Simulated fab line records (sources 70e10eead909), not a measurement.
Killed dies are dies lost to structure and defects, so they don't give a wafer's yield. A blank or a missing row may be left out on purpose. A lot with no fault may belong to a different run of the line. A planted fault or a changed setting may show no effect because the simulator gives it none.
fab line records	flow nand_harc
[record] lots = 13	wafers = 37	last_day = 34
route steps=1302 shown A_ONON_D2@566 A_CHANNEL_HOLE_D2@570 END@1302
lots untouched by any fault: they come from a run of this same line in which no faults occurred
start_h: hours from the record's opening day to when the first of the lot's shown wafers began	wait_h: time in hours since the lot's previous step	" identical to the entry in the row above	L1.1+2: one row covering several wafers at once	- no value present, or no start provided	* or withheld: withheld	< > ~ a bound
route shown NAME@n: names a module that has steps shown in the file, with the first one's number in the route	usual: mean/standard deviation of fault-free wafers	same: alike in all rows	chamber/n: place in a boat	sites: the reading at each site	_std_site: their standard deviation	_edge_site: mean of outer sites minus mean of inner sites	radius_mm: for every site, how far away it sits from the centre of the wafer	mask NAME#n: copy n	behind: the tool/chamber that last shaped the wafer	hold: reason for holding the lot/hours on hold/outcome of the hold	device: transistor that didn't switch, given as n, p or np	end of line: at the end of the route, the tests of the same wafers	a step given without rows: its recipe and nothing more	killed: dies that structure and defects cost at the first sort, which is not the same as the wafer's yield	map: dies across one wafer; x = killed, . = not, _ = none there
set.NAME: setting as actually run; set.NAME@STEP: the setting as run at that earlier step	model.NAME: the simulator's own value behind a step, which no gauge read
steps of the route over a sample of lots; a table a step, a row a wafer
services: from which hour (start_h, from the record's first day; less than 0 if before it) a tool's chamber was out of use, for how many hours, and why
[[steps]]
[step NHARC_A_ONON_D2_DEP_33]
[recipe] target_thk_a = 2000	temp_c = 400	pressure_torr = 6.5	rf_w = 900	teos_flow_sccm = 161.4	flow_sccm = 2650	target_thk_nm = 200	gas = O2	material = SiO2
[usual] chamber_pressure_Torr = 6.498/0.015	flow_sccm = 2649/7.9	heater_power_w = 585/110	throttle_valve_pct = 15.8/0.53
lot.wafer	tool	chamber	start_h	wait_h	chamber_pressure_Torr	flow_sccm	heater_power_w	since_wet_clean_h	throttle_valve_pct
L827.2	pecvd-03	0	301.86	0.1	6.493	2643	632	104	15.3
L827.3	"	1	"	"	6.513	2664	677	104	15.1
L827.6	"	0	"	"	6.487	2647	661	-	15.2
L828.1	pecvd-03	0	308.38	0.1	6.513	2654	758	110	15.3
L828.5	"	0	"	"	6.501	2641	755	-	15.3
L828.6	"	2	"	"	6.499	2652	523	-	15.1
L831.1	pecvd-02	1	325.27	0.1	6.495	2651	639	84	15.8
L831.6	"	1	"	"	6.491	2651	615	-	15.9
L831.5	"	2	"	"	6.512	2653	429	-	16.8
L829.3	pecvd-01	0	325.31	0.1	6.479	2666	437	1	16.5
L829.4	"	2	"	"	6.515	2657	469	-	15.6
L829.5	"	0	"	"	6.495	2655	456	-	16.6
L832.4	pecvd-01	2	372.41	0.2	6.502	2628	407	-	15.9
L834.3	pecvd-02	1	373.64	0.1	6.505	2644	664	133	16.0
L834.2	"	0	"	"	6.475	2665	581	133	15.1
L834.5	"	0	"	"	6.486	2640	632	-	15.0
L835.1	pecvd-02	2	377.72	0.1	6.508	2659	527	137	16.8
L835.2	"	0	"	"	6.511	2640	740	137	15.2
L835.4	"	2	"	"	6.497	2637	528	-	16.7
L842.3	pecvd-03	0	449.81	0.1	6.472	2649	713	71	15.5
L842.5	"	1	"	"	6.490	2646	788	-	15.4
L842.4	"	2	"	"	6.489	2632	570	-	15.6
L845.1	pecvd-03	1	477.40	0.1	6.510	2654	652	98	15.3
L845.4	"	1	"	"	6.490	2648	681	-	15.5
L845.5	"	2	"	"	6.487	2640	456	-	15.8
L846.1	pecvd-03	1	493.86	0.1	6.483	2641	751	115	15.5
L846.3	"	2	"	"	6.506	2650	573	115	16.1
L846.4	"	2	"	"	6.502	2656	425	-	15.6
L847.2	pecvd-02	0	493.90	0.1	6.528	2649	766	72	15.7
L847.3	"	1	"	"	6.488	2640	577	72	15.4
L847.6	"	0	"	"	6.491	2640	765	-	15.7
L848.4	pecvd-03	2	514.18	0.2	6.499	2649	506	-	15.9
L848.6	"	0	"	"	6.462	2653	711	-	15.5
L848.5	"	1	"	"	6.501	2658	794	-	15.4
L849.2	pecvd-01	2	523.65	0.1	6.485	2645	376	19	15.8
L849.1	"	0	"	"	6.501	2641	526	19	16.1
L849.4	"	2	"	"	6.489	2651	386	-	15.6
[step NHARC_A_ONON_D2_THK_MEAS_34]
[recipe] thk_meas_gauge = ellipsometry
[usual] thk_nm = 200.0/2.5
lot.wafer	tool	chamber	start_h	wait_h	thk_nm
L827.2	film_metro-01	-	302.23	-	198.3
L827.3	"	-	"	"	198.2
L827.6	"	-	"	"	199.1
L828.1	film_metro-01	-	308.79	-	199.3
L828.5	"	-	"	"	202.2
L828.6	"	-	"	"	203.2
L829.3	film_metro-01	-	325.63	-	198.7
L829.4	"	-	"	"	202.3
L829.5	"	-	"	"	202.5
L831.1	film_metro-02	-	325.68	-	197.8
L831.5	"	-	"	"	203.2
L831.6	"	-	"	"	200.6
L832.4	film_metro-01	-	372.65	-	203.8
L834.2	film_metro-01	-	374.08	-	198.7
L834.3	"	-	"	"	195.0
L834.5	"	-	"	"	199.9
L835.1	film_metro-01	-	378.13	-	196.7
L835.2	"	-	"	"	196.5
L835.4	"	-	"	"	200.7
L842.3	film_metro-01	-	450.14	-	197.0
L842.4	"	-	"	"	203.0
L842.5	"	-	"	"	200.6
L845.1	film_metro-02	-	477.77	-	200.2
L845.4	"	-	"	"	202.4
L845.5	"	-	"	"	202.0
L847.2	film_metro-01	-	494.27	-	197.9
L847.3	"	-	"	"	195.1
L847.6	"	-	"	"	201.1
L846.1	film_metro-02	-	494.27	-	201.6
L846.3	"	-	"	"	201.1
L846.4	"	-	"	"	203.6
L848.4	film_metro-02	-	514.46	-	205.7
L848.5	"	-	"	"	205.1
L848.6	"	-	"	"	204.1
L849.1	film_metro-02	-	524.02	-	195.6
L849.2	"	-	"	"	196.1
L849.4	"	-	"	"	202.0
[step NHARC_A_CHANNEL_HOLE_D2_DEP_00]
[recipe] target_thk_a = 31000	temp_c = 400	material = aC
[usual] throttle_valve_pct = 35.000/0.0093
lot.wafer	tool	chamber	start_h	wait_h	throttle_valve_pct
L827.2	acl_dep-01	0	305.34	3.0	35.011
L827.3	"	0	"	"	34.986
L827.6	"	0	"	"	34.996
L828.1	acl_dep-02	0	308.95	0.1	35.020
L828.5	"	0	310.22	1.3	34.999
L828.6	"	0	"	"	34.999
L831.1	acl_dep-02	0	328.85	3.1	35.002
L831.5	"	0	330.11	4.3	35.003
L831.6	"	0	"	"	34.991
L829.3	acl_dep-01	0	329.16	3.5	34.981
L829.4	"	0	"	"	35.003
L829.5	"	0	"	"	35.004
L832.4	acl_dep-02	0	374.41	1.7	34.987
L834.2	acl_dep-02	0	375.47	1.3	34.999
L834.3	"	0	"	"	35.006
L834.5	"	0	"	"	35.003
L835.1	acl_dep-02	0	381.99	3.8	35.001
L835.2	"	0	"	"	35.002
L835.4	"	0	"	"	34.986
L842.3	acl_dep-01	0	450.92	0.7	34.978
L842.4	"	0	"	"	34.994
L842.5	"	0	"	"	35.001
L845.1	acl_dep-01	0	482.69	4.8	35.001
L845.4	"	0	"	"	35.016
L845.5	"	0	"	"	34.995
L846.1	acl_dep-01	0	494.40	0.1	34.989
L846.3	"	0	"	"	34.996
L846.4	"	0	"	"	35.000
L847.2	acl_dep-02	0	494.72	0.4	34.997
L847.3	"	0	"	"	35.005
L847.6	"	0	"	"	34.999
L848.4	acl_dep-02	0	515.53	1.0	35.010
L848.5	"	0	"	"	35.003
L848.6	"	0	"	"	34.988
L849.1	acl_dep-03	0	526.04	2.0	35.000
L849.2	"	0	"	"	34.983
L849.4	"	0	"	"	35.004
[step NHARC_A_CHANNEL_HOLE_D2_INSPECT_12]
[usual] raw_defect_count = 35/24
lot.wafer	tool	chamber	start_h	wait_h	hold	raw_defect_count
L827.2	defect_inspect-02	-	307.74	0.0	-	59
L827.3	"	-	"	"	-	57
L827.6	"	-	"	"	-	77
L828.1	defect_inspect-01	-	311.73	0.0	-	10
L828.5	"	-	"	"	-	12
L828.6	"	-	"	"	-	22
L829.3	defect_inspect-02	-	331.18	0.0	-	48
L829.4	"	-	"	"	-	61
L829.5	"	-	"	"	-	65
L831.1	defect_inspect-01	-	331.61	0.0	-	69
L831.5	"	-	"	"	-	51
L831.6	"	-	"	"	-	62
L832.4	defect_inspect-02	-	376.18	0.0	-	1310
L834.2	defect_inspect-02	-	377.90	0.0	await_dispo/0.2h/release	1275
L834.3	"	-	"	"	await_dispo/0.2h/release	1292
L834.5	"	-	"	"	await_dispo/0.2h/release	1275
L834.2	defect_inspect-02	-	378.07	0.2	-	1290
L834.3	"	-	"	"	-	1287
L834.5	"	-	"	"	-	1283
L835.1	defect_inspect-02	-	384.77	0.0	await_dispo/0.2h/release	1236
L835.2	"	-	"	"	await_dispo/0.2h/release	1317
L835.4	"	-	"	"	await_dispo/0.2h/release	1234
L835.1	defect_inspect-02	-	384.94	0.2	-	1237
L835.2	"	-	"	"	-	1320
L835.4	"	-	"	"	-	1229
L842.3	defect_inspect-01	-	453.05	0.0	-	12
L842.4	"	-	"	"	-	12
L842.5	"	-	"	"	-	12
L845.1	defect_inspect-02	-	485.33	0.0	-	24
L845.4	"	-	"	"	-	18
L845.5	"	-	"	"	-	19
L846.1	defect_inspect-02	-	497.16	0.0	-	18
L846.3	"	-	"	"	-	15
L846.4	"	-	"	"	-	15
L847.2	defect_inspect-01	-	497.31	0.0	-	29
L847.3	"	-	"	"	-	19
L847.6	"	-	"	"	-	19
L848.4	defect_inspect-02	-	517.34	0.0	-	22
L848.5	"	-	"	"	-	23
L848.6	"	-	"	"	-	22
L849.1	defect_inspect-02	-	528.81	0.0	-	3
L849.2	"	-	"	"	-	3
L849.4	"	-	"	"	-	3
[step NHARC_A_CHANNEL_HOLE_D2_ETCH_16]
[recipe] target_depth_a = 31000	over_etch_frac = 0.3	time_s = 806	ion_energy_ev = 150	o2_flow_sccm = 400	cos_flow_sccm = 20	ar_flow_sccm = 0	rf_w = 500	bias_w = 300	chemistry = O2/COS
[usual] drypump_motor_current_A = 5.8/0.31	oes_product_au = 1.000/0.0078	rf_vpp_V = 314.7/1.6	showerhead_plenum_p_Torr = 3.16/0.093	throttle_valve_pct = 28.331/0.0099
lot.wafer	tool	chamber	start_h	wait_h	drypump_motor_current_A	oes_product_au	rf_hours_counter_h	rf_vpp_V	showerhead_plenum_p_Torr	throttle_valve_pct
L827.2	rie_diel-07	0	-	-	5.4	0.991	0.4	310.0	2.99	28.311
L827.3	"	2	"	"	5.7	1.006	0.4	316.7	3.32	28.327
L827.6	"	0	"	"	5.4	0.994	-	312.0	2.99	28.340
L828.1	rie_diel-01	2	-	-	5.4	1.006	5.0	313.9	3.09	28.320
L828.5	"	0	"	"	5.5	1.001	-	316.0	3.16	28.336
L828.6	"	1	"	"	6.0	1.009	-	314.4	3.15	28.332
L829.3	rie_diel-06	0	-	-	5.7	1.005	0.6	315.0	3.27	28.330
L829.4	"	1	"	"	5.9	0.997	0.8	315.1	3.25	28.347
L829.5	"	0	"	"	5.7	0.996	-	315.2	3.27	28.321
L831.1	rie_diel-07	1	-	-	6.5	1.001	3.1	313.7	3.03	28.334
L831.5	"	0	"	"	5.4	0.997	-	311.7	2.99	28.326
L831.6	"	1	"	"	6.5	1.003	-	312.4	3.03	28.342
L832.4	rie_diel-07	2	-	-	5.7	1.007	5.0	315.3	3.31	28.315
L842.3	rie_diel-01	3	-	-	6.3	1.015	3.3	313.1	3.20	28.326
L842.4	"	1	"	"	6.0	1.012	4.0	314.0	3.15	28.335
L842.5	"	2	"	"	5.4	1.010	-	312.8	3.09	28.320
L845.4	rie_diel-07	0	-	-	5.4	0.997	1.4	312.6	2.99	28.320
L845.1	"	1	"	"	6.5	0.997	1.4	312.8	3.02	28.331
L845.5	"	2	"	"	5.8	1.013	-	317.1	3.31	28.335
L846.3	rie_diel-07	2	-	-	5.7	1.014	1.8	316.6	3.31	28.328
L846.4	"	3	"	"	5.4	1.019	1.8	315.5	3.16	28.328
L846.1	"	0	"	"	5.4	0.993	2.0	312.2	2.99	28.314
L847.2	rie_diel-06	0	-	-	5.7	0.991	0.5	317.0	3.26	28.327
L847.3	"	2	"	"	5.9	0.982	0.3	313.6	3.13	28.345
L847.6	"	0	"	"	5.7	0.991	-	316.9	3.26	28.325
L848.4	rie_diel-01	1	-	-	6.0	0.996	8.6	314.2	3.15	28.326
L848.5	"	1	"	"	6.0	1.003	-	314.5	3.15	28.329
L848.6	"	2	"	"	5.4	0.996	-	313.6	3.09	28.346
L849.1	rie_diel-06	1	-	-	5.9	0.995	1.8	315.5	3.24	28.320
L849.2	"	3	"	"	6.0	0.992	2.1	314.2	3.12	28.319
L849.4	"	0	"	"	5.7	0.999	-	317.3	3.26	28.333
[step NHARC_END_SORT_01]
[recipe] temp_c = 25
[usual] killed_at_array = 63/18	killed_at_other = 1.1/1.3	killed_at_periphery = 4.3/2.8	killed_dies = 68/18	killed_open = 3.3/2	killed_short = 2.4/1.6
[same] gross_dies = 677
lot.wafer	tool	chamber	start_h	wait_h	killed_at_array	killed_at_other	killed_at_periphery	killed_dies	killed_open	killed_short
L832.4	prober-01	0	723.63	3.4	95	1	8	104	1	0
L849.1	prober-02	0	807.72	2.5	43	4	5	52	1	1
L849.2	prober-02	0	808.52	2.8	38	1	9	48	7	1
L849.4	prober-02	0	810.11	3.4	40	0	2	42	2	2
// killed by level:class
L832.4 A_CHANNEL_HOLE_D2:unspecified=72 A_CHANNEL_HOLE_D1:chamber_film_flake=9 A_CONTACT:chamber_film_flake=6 P_M1:chamber_film_flake=4 P_GATE:chamber_film_flake=3 A_CHANNEL_HOLE_D2:chamber_film_flake=3 A_SGD_CUT:chamber_film_flake=3 A_WL_FILL:geometric_particle:open=1
L849.1 A_SLIT:chamber_film_flake=33 THIN_TSV:chamber_film_flake=4 P_ZERO_WELL:chamber_film_flake=3 A_CONTACT:chamber_film_flake=3 A_STAIRCASE:chamber_film_flake=2 A_M0:chamber_film_flake=2 P_GATE:geometric_particle:open=1 A_CHANNEL_FILL_D2:geometric_particle:short=1
L849.2 A_SLIT:chamber_film_flake=23 A_STAIRCASE:chamber_film_flake=6 P_STI:chamber_film_flake=3 A_CONTACT:chamber_film_flake=3 P_GATE:geometric_particle:open=2 P_M0:geometric_particle:open=2 P_M1:geometric_particle:open=1 A_DECK1_JOINT:geometric_particle:open=1
L849.4 A_SLIT:chamber_film_flake=27 P_ZERO_WELL:chamber_film_flake=2 A_CHANNEL_HOLE_D2:chamber_film_flake=2 A_CHANNEL_FILL_D2:chamber_film_flake=2 A_STAIRCASE:chamber_film_flake=2 A_CONTACT:chamber_film_flake=2 A_DECK1_JOINT:geometric_particle:short=1 A_CHANNEL_FILL_D2:geometric_particle:open=1
[[services]]
tool	chamber	start_h	hours	kind
rie_diel-07	3	278.54	36.4	repair
rie_diel-07	-	294.20	9.0	pm
pecvd-03	-	299.35	1.8	repair
rie_diel-06	-	307.23	9.0	pm
rie_diel-01	1	308.31	2.6	repair
rie_diel-01	0	321.32	18.6	repair
rie_diel-06	-	337.70	0.9	repair
pecvd-02	-	340.94	1.7	repair
rie_diel-06	2	343.02	4.8	repair
rie_diel-07	3	346.56	9.8	repair
rie_diel-01	-	358.92	0.4	repair
pecvd-03	-	366.00	13.0	pm
acl_dep-01	-	371.64	13.0	pm
rie_diel-01	-	380.80	9.0	pm
rie_diel-01	2	398.85	3.9	repair
pecvd-02	-	399.82	0.9	repair
pecvd-02	2	402.11	4.4	repair
pecvd-02	-	409.10	13.0	pm
acl_dep-02	-	425.36	13.0	pm
rie_diel-07	3	426.51	13.0	repair
pecvd-03	0	431.68	6.2	repair
rie_diel-07	-	471.20	9.0	pm
pecvd-03	-	479.70	0.6	repair
rie_diel-06	-	484.23	9.0	pm
[[key]]
[first_sign] step = NHARC_A_CHANNEL_HOLE_D2_INSPECT_12	reading = visit	direction = added
[effect] step = NHARC_A_CHANNEL_HOLE_D2_INSPECT_12	reading = raw_defect_count	direction = up	sigmas = 53	usual = 35	struck = 1277
met_at NHARC_A_CHANNEL_HOLE_D2_DEP_00
struck_lots L832,L834,L835
scrapped_behind NHARC_A_CHANNEL_HOLE_D2_INSPECT_12 L834.2,L834.3,L834.5,L835.1,L835.2,L835.4
tester_left_out L832
not_acting_at NHARC_A_ONON_D2_DEP_33,NHARC_A_ONON_D2_THK_MEAS_34,NHARC_A_CHANNEL_HOLE_D2_ETCH_16
onset_between 328.85 374.41
[fault] kind = chamber_particle_source	tool = acl_dep-02	chamber = -	onset_h = 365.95	steps = NHARC_A_CHANNEL_HOLE_D2_DEP_00	rate_per_visit_cm2 = 1.9556	end_h = 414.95
// tester_left_out: of these lots the tester's yield and bins aren't shown, on N5 and GAA mostly nor the transistor test; their killed dies are dies lost to structure and defects alone, not to doping, threshold or leakage, so they don't give the yield
